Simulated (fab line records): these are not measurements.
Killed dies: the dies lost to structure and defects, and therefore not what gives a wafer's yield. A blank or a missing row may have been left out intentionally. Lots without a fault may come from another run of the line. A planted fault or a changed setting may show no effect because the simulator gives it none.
Matching of chambers + flow n5 finfet + 4 sister chambers for N5_BEOL_M0_ETCH_109 on rie diel-04
The step etches SiCN in CH3F/O2, target depth 8 nm, overetch 2.4 nm, time 27.4 s. 16 wafers are shown with their chamber, then 8 later ones without.

== WAFERS PAIRED WITH THEIR CHAMBERS ==
| wafer  | chamber | drypump motor current A (A) | throttle valve pct (%) | oes product au (a.u.) |
|--------|---------|-----------------------------|------------------------|-----------------------|
| L076.3 | 0       | 5.1                         | 16.56                  | 0.69                  |
| L076.4 | 2       | 6.1                         | 16.06                  | 0.74                  |
| L076.6 | 3       | 6.4                         | 16.60                  | 0.59                  |
| L075.1 | 2       | 6.1                         | 16.04                  | 0.72                  |
| L075.2 | 3       | 6.4                         | 16.59                  | 0.60                  |
| L075.6 | 0       | 5.1                         | 16.57                  | 0.71                  |
| L078.1 | 2       | 6.1                         | 16.06                  | 0.73                  |
| L078.4 | 0       | 5.1                         | 16.55                  | 0.70                  |
| L078.6 | 1       | 5.9                         | 16.11                  | 0.76                  |
| L081.1 | 3       | 6.4                         | 16.63                  | 0.59                  |
| L081.2 | 0       | 5.1                         | 16.56                  | 0.68                  |
| L081.3 | 1       | 5.8                         | 16.12                  | 0.75                  |
| L082.1 | 3       | 6.4                         | 16.61                  | 0.59                  |
| L082.2 | 1       | 5.8                         | 16.09                  | 0.76                  |
| L082.3 | 0       | 5.1                         | 16.58                  | 0.69                  |
| L083.2 | 3       | 6.4                         | 16.62                  | 0.59                  |

SIGNATURES (averages over the wafers above)
| reading                 | chamber 0 | chamber 1 | chamber 2 | chamber 3 | scatter within a chamber |
|-------------------------|-----------|-----------|-----------|-----------|--------------------------|
| drypump motor current A | 5.100     | 5.833     | 6.100     | 6.400     | 0.0236                   |
| throttle valve pct      | 16.5640   | 16.1067   | 16.0533   | 16.6100   | 0.0137                   |
| oes product au          | 0.6940    | 0.7567    | 0.7300    | 0.5920    | 0.0085                   |
Rule: for each reading, subtract the chamber's mean from the wafer's reading, divide by that reading's scatter and square the result; add these up over the readings and take the root, which gives the wafer's distance from the chamber. The wafer belongs to the nearest chamber; if the next one is less than 2 further off, it can't be placed. The scatter is the square root of a quotient: the sum, over the shown wafers, of each reading's squared deviation from its chamber's mean, divided by wafers minus chambers.

== WAFERS MISSING THEIR CHAMBER ==
| wafer  | drypump motor current A (A) | throttle valve pct (%) | oes product au (a.u.) |
|--------|-----------------------------|------------------------|-----------------------|
| L083.4 | 5.8                         | 16.12                  | 0.74                  |
| L083.5 | 6.4                         | 16.62                  | 0.60                  |
| L090.2 | 6.1                         | 16.07                  | 0.70                  |
| L090.4 | 5.8                         | 16.14                  | 0.74                  |
| L090.6 | 5.1                         | 16.60                  | 0.69                  |
| L091.1 | 5.1                         | 16.62                  | 0.66                  |
| L091.2 | 6.2                         | 16.07                  | 0.68                  |
| L091.4 | 5.1                         | 16.61                  | 0.66                  |

== EACH ONE'S CHAMBER ==
| wafer  | from the rows above | in truth |
|--------|---------------------|----------|
| L083.4 | 1                   | 1        |
| L083.5 | 3                   | 3        |
| L090.2 | 2                   | 2        |
| L090.4 | 1                   | 1        |
| L090.6 | 0                   | 0        |
| L091.1 | 0                   | 0        |
| L091.2 | 2                   | 2        |
| L091.4 | 0                   | 0        |
Correct placement for 8 of the 8. From these rows, 0 cannot be placed. Placed wrongly: 0.
